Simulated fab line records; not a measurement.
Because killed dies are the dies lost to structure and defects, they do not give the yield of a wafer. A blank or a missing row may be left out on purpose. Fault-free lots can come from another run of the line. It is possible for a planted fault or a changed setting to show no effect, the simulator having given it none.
Split-lot trial :: flow n5-finfet :: 21 wafers read across 7 lots, on a route 1938 steps long

## THE SPLIT
At N5_PASSIVATION_ETCH_59 (etches TaN in Cl2/BCl3, target depth 65 nm, time 34.9 s), the setting time-s was moved away from the recipe's 34.9 s on 4 of the 21 wafers read, by -13.8% to +18.3%. For the rest of the wafers, this setting stayed at what the recipe calls for.

The reading is taken at the split's own step.

## THE READING
etch.depth-nm (the simulator's own value, which no gauge read), in nm, at N5_PASSIVATION_ETCH_59 (etches TaN in Cl2/BCl3, target depth 65 nm, time 34.9 s). The file gives no usual value for it. The 17 wafers here that ran the recipe average 65.54 nm, standard deviation 0.89 nm.

wafer: L075.2
tool, chamber at the split: rie-metal-02, 1
time-s as run, s: 34.9
against the recipe: recipe
etch.depth-nm, nm: 64.76
against lot-mates on the recipe: -

wafer: L075.4
tool, chamber at the split: rie-metal-02, 1
time-s as run, s: 34.9
against the recipe: recipe
etch.depth-nm, nm: 64.57
against lot-mates on the recipe: -

wafer: L075.6
tool, chamber at the split: rie-metal-02, 1
time-s as run, s: 34.9
against the recipe: recipe
etch.depth-nm, nm: 64.82
against lot-mates on the recipe: -

wafer: L074.1
tool, chamber at the split: rie-metal-02, 1
time-s as run, s: 34.9
against the recipe: recipe
etch.depth-nm, nm: 65.11
against lot-mates on the recipe: -

wafer: L074.2
tool, chamber at the split: rie-metal-02, 1
time-s as run, s: 34.9
against the recipe: recipe
etch.depth-nm, nm: 65.38
against lot-mates on the recipe: -

wafer: L074.4
tool, chamber at the split: rie-metal-02, 1
time-s as run, s: 34.9
against the recipe: recipe
etch.depth-nm, nm: 65.83
against lot-mates on the recipe: -

wafer: L085.2
tool, chamber at the split: rie-metal-02, 1
time-s as run, s: 34.9
against the recipe: recipe
etch.depth-nm, nm: 65.15
against lot-mates on the recipe: -

wafer: L085.4
tool, chamber at the split: rie-metal-02, 1
time-s as run, s: 38.88
against the recipe: +11.4%
etch.depth-nm, nm: 72.81
against lot-mates on the recipe: +7.66

wafer: L085.5
tool, chamber at the split: rie-metal-02, 0
time-s as run, s: 38.88
against the recipe: +11.4%
etch.depth-nm, nm: 72.49
against lot-mates on the recipe: +7.34

wafer: L082.2
tool, chamber at the split: rie-metal-03, 0
time-s as run, s: 34.9
against the recipe: recipe
etch.depth-nm, nm: 65.07
against lot-mates on the recipe: -

wafer: L082.3
tool, chamber at the split: rie-metal-03, 0
time-s as run, s: 30.09
against the recipe: -13.8%
etch.depth-nm, nm: 55.44
against lot-mates on the recipe: -10.70

wafer: L082.4
tool, chamber at the split: rie-metal-03, 1
time-s as run, s: 34.9
against the recipe: recipe
etch.depth-nm, nm: 67.22
against lot-mates on the recipe: -

wafer: L088.2
tool, chamber at the split: rie-metal-03, 0
time-s as run, s: 34.9
against the recipe: recipe
etch.depth-nm, nm: 65.21
against lot-mates on the recipe: -

wafer: L088.4
tool, chamber at the split: rie-metal-03, 0
time-s as run, s: 34.9
against the recipe: recipe
etch.depth-nm, nm: 64.38
against lot-mates on the recipe: -

wafer: L088.6
tool, chamber at the split: rie-metal-03, 0
time-s as run, s: 34.9
against the recipe: recipe
etch.depth-nm, nm: 65.11
against lot-mates on the recipe: -

wafer: L091.1
tool, chamber at the split: rie-metal-02, 0
time-s as run, s: 34.9
against the recipe: recipe
etch.depth-nm, nm: 65.6
against lot-mates on the recipe: -

wafer: L091.2
tool, chamber at the split: rie-metal-02, 1
time-s as run, s: 34.9
against the recipe: recipe
etch.depth-nm, nm: 67.55
against lot-mates on the recipe: -

wafer: L091.6
tool, chamber at the split: rie-metal-02, 0
time-s as run, s: 34.9
against the recipe: recipe
etch.depth-nm, nm: 65.46
against lot-mates on the recipe: -

wafer: L097.2
tool, chamber at the split: rie-metal-03, 1
time-s as run, s: 41.28
against the recipe: +18.3%
etch.depth-nm, nm: 78.93
against lot-mates on the recipe: +12.49

wafer: L097.4
tool, chamber at the split: rie-metal-03, 1
time-s as run, s: 34.9
against the recipe: recipe
etch.depth-nm, nm: 67.04
against lot-mates on the recipe: -

wafer: L097.5
tool, chamber at the split: rie-metal-03, 0
time-s as run, s: 34.9
against the recipe: recipe
etch.depth-nm, nm: 65.84
against lot-mates on the recipe: -

FIT RESULTS
A straight line over all 21 wafers: etch.depth-nm changes by +0.699 nm for each +1% of time-s; r = +0.98; the points scatter about the line by 0.91 nm.
The same after taking each lot's own level away (the mean of its wafers on the recipe; 21 wafers): +0.701 nm for each +1%; r = +0.99; scatter 0.65 nm.
According to that fit, moving time-s by its largest amount changes the reading by 13 nm.
Measured against the standard deviation above, the lots' own levels, which go from 64.717 to 66.440 nm, span 1.9 times it.
Consequently the slope shifts little with the lot-to-lot level, the two slopes agreeing.
Check: with one of the wafers moved furthest among these (+18.3%) left out of the fit, the line predicts +12.9 nm for it against its lot-mates. It came out at +12.5 nm against them.

## FURTHER SPLITS ON THESE WAFERS
These wafers also went through other splits before the reading. Each is held against what the fit with the lots' levels taken away leaves over:
other split on the same wafers: N5_BEOL_M13_EXPOSE_07 dose-mj
wafers away from the commonest value: 5
r with etch.depth-nm (lot level and that fit taken away): -0.13

other split on the same wafers: N5_BEOL_M14_TRENCH_ETCH_34 time-s
wafers away from the commonest value: 4
r with etch.depth-nm (lot level and that fit taken away): -0.37

other split on the same wafers: N5_BEOL_M14_SPUTTER_45 power-w
wafers away from the commonest value: 8
r with etch.depth-nm (lot level and that fit taken away): +0.37

other split on the same wafers: N5_BEOL_M15_PEB_26 peb-temp-c
wafers away from the commonest value: 7
r with etch.depth-nm (lot level and that fit taken away): -0.20

## FILE'S OWN FIT
etch.depth-nm changes by +0.705 nm for each +1% of time-s, r = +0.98.
